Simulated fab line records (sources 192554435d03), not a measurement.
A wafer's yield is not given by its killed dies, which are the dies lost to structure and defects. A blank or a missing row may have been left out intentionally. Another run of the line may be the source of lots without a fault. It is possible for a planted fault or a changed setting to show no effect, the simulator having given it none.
Which tool did it?    flow n5-finfet    11 lots, 33 wafers sampled, at 1 step of a route of 1938

WHAT EACH GAUGE READ, for each wafer
N5_BEOL_M14_RS_MEAS_54: a four-point-probe measurement. Usual: M14_RS gives 0.0331 ohm/sq (standard deviation 0.00075).
lot   measured      on             M14_RS (ohm/sq)       flag
L478  day 13 15:30  film-metro-01  0.0318 0.0331 0.0326  
L479  day 13 16:44  film-metro-01  0.0328 0.0327 0.0336  
L474  day 13 23:43  film-metro-02  0.0326 0.0343 0.0327  
L477  day 14 06:33  film-metro-01  0.0327 0.0331 0.0336  
L480  day 14 07:21  film-metro-01  0.0317 0.0321 0.0326  
L482  day 15 01:34  film-metro-02  0.0326 0.0324 0.0332  
L485  day 15 01:50  film-metro-02  0.0333 0.0337 0.0350  
L484  day 15 07:08  film-metro-02  0.0334 0.0338 0.0338  
L489  day 16 12:59  film-metro-02  0.0327 0.0330 0.0327  
L492  day 17 02:31  film-metro-02  0.0330 0.0328 0.0339  
L494  day 17 06:43  film-metro-01  0.0324 0.0327 0.0329  

WHAT TOOL EACH LOT RAN ON (gives the tool, then ch and the chambers of the sampled wafers, and finally the start)
No process step before these readings appears in the record.

AS READ BY THE TOOLS THEMSELVES (means over the sampled wafers that have a number; for cases with no such wafer, the mark the record gives instead)
The record holds no such reading with a usual standard deviation.

THE ANSWER, worked out from the rows above alone
Rule: lot off if the mean of its wafers having a number is beyond 3 standard deviations from the usual mean. A lot without any number at a reading at which 4 lots or more have one is off too. All remaining lots with rows at the step are treated as sound. First the gauges in route order, then the tools' own readings, where a lot's mean is used as printed above. The first step at which some lot is off is used, and at that step the reading that is off furthest; a lot without a number counts as furthest.
None of the lots is off at any reading shown; this tells nothing.

WHAT THE SIMULATOR HAD INSERTED
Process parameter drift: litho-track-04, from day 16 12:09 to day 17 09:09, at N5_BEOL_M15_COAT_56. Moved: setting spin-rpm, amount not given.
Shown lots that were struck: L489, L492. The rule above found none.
